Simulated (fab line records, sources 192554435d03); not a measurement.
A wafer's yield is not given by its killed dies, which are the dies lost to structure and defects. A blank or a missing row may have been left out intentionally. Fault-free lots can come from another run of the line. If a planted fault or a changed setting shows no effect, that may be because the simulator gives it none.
Split-lot trial    flow n5-finfet    route with 1938 steps; 7 lots, 21 wafers read

## ON THE SPLIT
At N5_BEOL_M15_ILD_DEP_00 (deposits SiO2 from TEOS/O2, target thk 1629.3 nm, time 346.1 s), the setting temp-c was moved away from the recipe's 400 C on 3 of the 21 wafers read, by -2.0% to +1.6%. All remaining wafers had this setting at the recipe value.

The file shows no step between the split and the reading.

## THE READING
M15_ILD_THK, in nm, at N5_BEOL_M15_THK_MEAS_01. Fault-free wafers of this fab line usually give 1621 nm, standard deviation 24 nm.

wafer   tool, chamber at the split  temp-c as run, C  against the recipe  M15_ILD_THK, nm  against lot-mates on the recipe
L078.1  pecvd-04, 1                 400               recipe              1642             -
L078.4  pecvd-04, 2                 400               recipe              1646             -
L078.6  pecvd-04, 0                 400               recipe              1650             -
L079.2  pecvd-03, 2                 400               recipe              1598             -
L079.3  pecvd-03, 1                 400               recipe              1595             -
L079.5  pecvd-03, 2                 400               recipe              1625             -
L089.2  pecvd-02, 2                 400               recipe              1592             -
L089.4  pecvd-02, 0                 397.1             -0.7%               1683             +76
L089.5  pecvd-02, 1                 400               recipe              1623             -
L092.2  pecvd-04, 2                 400               recipe              1628             -
L092.3  pecvd-04, 0                 400               recipe              1638             -
L092.5  pecvd-04, 0                 400               recipe              1623             -
L091.1  pecvd-04, 2                 400               recipe              1628             -
L091.3  pecvd-04, 2                 406.5             +1.6%               1569             -66
L091.4  pecvd-04, 0                 400               recipe              1643             -
L093.3  pecvd-03, 1                 400               recipe              1602             -
L093.5  pecvd-03, 1                 400               recipe              1626             -
L093.6  pecvd-03, 0                 392               -2.0%               1710             +96
L097.2  pecvd-03, 1                 400               recipe              1610             -
L097.3  pecvd-03, 0                 400               recipe              1605             -
L097.4  pecvd-03, 2                 400               recipe              1621             -

FIT RESULTS
A straight line over all 21 wafers: M15_ILD_THK changes by -42.4 nm for each +1% of temp-c; r = -0.81; the points scatter about the line by 19 nm.
The same after taking each lot's own level away (the mean of its wafers on the recipe; 21 wafers): -49.1 nm for each +1%; r = -0.91; scatter 13 nm.
On that fit, the largest move of temp-c shifts the reading by 98 nm.
Across the lots, their own levels run from 1606.0 to 1646.0 nm, a range of 1.7 times the standard deviation given above.
Hence the slope depends on the lot-to-lot level, as the two fits are not the same.
Check: +107 nm against its lot-mates is what the line predicts for one of the wafers moved furthest among these (-2.0%) when that wafer is left out of the fit. It came out at +96 nm against them.

## OTHER SPLITS ON THESE WAFERS
Other splits were also applied to these wafers ahead of the reading. Each is held against what the fit with the lots' levels taken away leaves over:
other split on the same wafers     wafers away from the commonest value  r with M15_ILD_THK (lot level and that fit taken away)
N5_BEOL_M11_PECVD_70 time-s        5                                     +0.17
N5_BEOL_M11_ETCH_66 time-s         8                                     +0.18
N5_BEOL_M11_TRENCH_ETCH_37 bias-w  4                                     -0.51
N5_BEOL_M13_COAT_66 spin-rpm       8                                     +0.03
N5_BEOL_M14_EXPOSE_07 dose-mj      11                                    -0.13
N5_BEOL_M14_DEP_53 time-s          8                                     +0.17

## THE WHOLE CHAIN: every reading that the file lists as answering this split, in the file's order
step                     what it does                                                    reading                                                                              change (the file's fit)               r (the file's)
N5_BEOL_M15_ILD_DEP_00   deposits SiO2 from TEOS/O2, target thk 1629.3 nm, time 346.1 s  SiO2_of_BEOL_M15_ILD_DEP_00.thk-nm (the simulator's own value, which no gauge read)  -49.5 nm for each +1% of the setting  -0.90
N5_BEOL_M15_THK_MEAS_01                                                                  M15_ILD_THK                                                                          -49.5 for each +1% of the setting     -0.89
N5_BEOL_M15_VIA_ETCH_16  etches SiO2 in C4F8/O2/Ar, target depth 1792.2 nm               etch.depth-nm (the simulator's own value, which no gauge read)                       -49.5 nm for each +1% of the setting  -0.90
N5_BEOL_M15_ETCH_38      etches SiCN in CF4/N2, target depth 106.4 nm, time 120.5 s      SiO2_of_BEOL_M15_ILD_DEP_00.thk-nm (the simulator's own value, which no gauge read)  -48.4 nm for each +1% of the setting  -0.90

## FILE'S OWN FIT
M15_ILD_THK changes by -49.5 nm for each +1% of temp-c, r = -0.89.
